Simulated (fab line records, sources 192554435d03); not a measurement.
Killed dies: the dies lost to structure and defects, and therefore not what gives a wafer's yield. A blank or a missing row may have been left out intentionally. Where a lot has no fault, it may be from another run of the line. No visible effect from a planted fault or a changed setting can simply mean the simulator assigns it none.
Split-lot study	flow n5 finfet	21 wafers read from 7 lots, route of 1938 steps

## ABOUT THE SPLIT
At N5_BEOL_M11_COAT_59 (time 60 s, resist thk 100 nm), the setting spin rpm was moved away from the recipe's 1500 rpm on 9 of the 21 wafers read, by -8.4% to +8.9%. The other wafers ran this setting at the recipe's value.

Reading taken at the split's own step.

## THE READING
SOC_of_BEOL_M11_COAT_59.thk nm (the simulator's own value, which no gauge read), in nm, at N5_BEOL_M11_COAT_59 (time 60 s, resist thk 100 nm). No usual value for it is given in the file. Average 99.7 nm, standard deviation 0.22 nm, over the 12 wafers here run with the recipe.

wafer	tool, chamber at the split	spin rpm as run, rpm	against the recipe	SOC_of_BEOL_M11_COAT_59.thk nm, nm	against lot-mates on the recipe
L080.1	litho track-03, 0	1500	recipe	99.2	-
L080.4	litho track-03, 0	1634	+8.9%	95.4	-3.8
L080.5	litho track-03, 0	1634	+8.9%	95.6	-3.6
L083.3	litho track-03, 0	1500	recipe	99.8	-
L083.4	litho track-03, 0	1500	recipe	99.8	-
L083.6	litho track-03, 0	1374	-8.4%	104.8	+5.0
L087.2	litho track-04, 0	1500	recipe	99.6	-
L087.3	litho track-04, 0	1500	recipe	99.6	-
L087.5	litho track-04, 0	1500	recipe	99.8	-
L091.2	litho track-04, 0	1500	recipe	99.6	-
L091.5	litho track-04, 0	1602	+6.8%	96.4	-3.2
L091.6	litho track-04, 0	1602	+6.8%	96.6	-3.0
L096.1	litho track-03, 0	1500	recipe	99.8	-
L096.3	litho track-03, 0	1500	recipe	99.6	-
L096.6	litho track-03, 0	1383	-7.8%	104	+4.3
L095.3	litho track-04, 0	1617	+7.8%	96.6	no lot-mate on the recipe
L095.5	litho track-04, 0	1617	+7.8%	96.6	no lot-mate on the recipe
L095.4	litho track-04, 0	1617	+7.8%	97	no lot-mate on the recipe
L097.4	litho track-04, 0	1500	recipe	99.8	-
L097.6	litho track-04, 0	1500	recipe	99.8	-
L097.5	litho track-04, 0	1500	recipe	100.2	-

FIT RESULTS
A straight line over all 21 wafers: SOC_of_BEOL_M11_COAT_59.thk nm changes by -0.482 nm for each +1% of spin rpm; r = -0.99; the points scatter about the line by 0.4 nm.
The same after taking each lot's own level away (the mean of its wafers on the recipe; 18 wafers): -0.486 nm for each +1%; r = -0.99; scatter 0.32 nm.
Per that fit: largest spin rpm move, reading shift of 4.3 nm.
From 99.20 to 99.93 nm: that is the span of the lots' own levels, equal to 3.3 times the standard deviation above.
Consequently the slope shifts little with the lot-to-lot level, the two slopes agreeing.
Check: with one of the wafers moved furthest among these (+8.9%) left out of the fit, the line predicts -4.28 nm for it against its lot-mates. It came out at -3.8 nm against them.

## FURTHER SPLITS ON THESE WAFERS
These wafers also went through other splits before the reading. Each is held against what the fit with the lots' levels taken away leaves over:
other split on the same wafers	wafers away from the commonest value	r with SOC_of_BEOL_M11_COAT_59.thk nm (lot level and that fit taken away)
N5_BEOL_M8_TRENCH_ETCH_37 time s	7	-0.21
N5_BEOL_M9_EXPOSE_08 dose mj	9	-0.06
N5_BEOL_M9_ETCH_62 source w	3	+0.08

## THE FILE'S OWN FIT
SOC_of_BEOL_M11_COAT_59.thk nm changes by -0.504 nm for each +1% of spin rpm, r = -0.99.
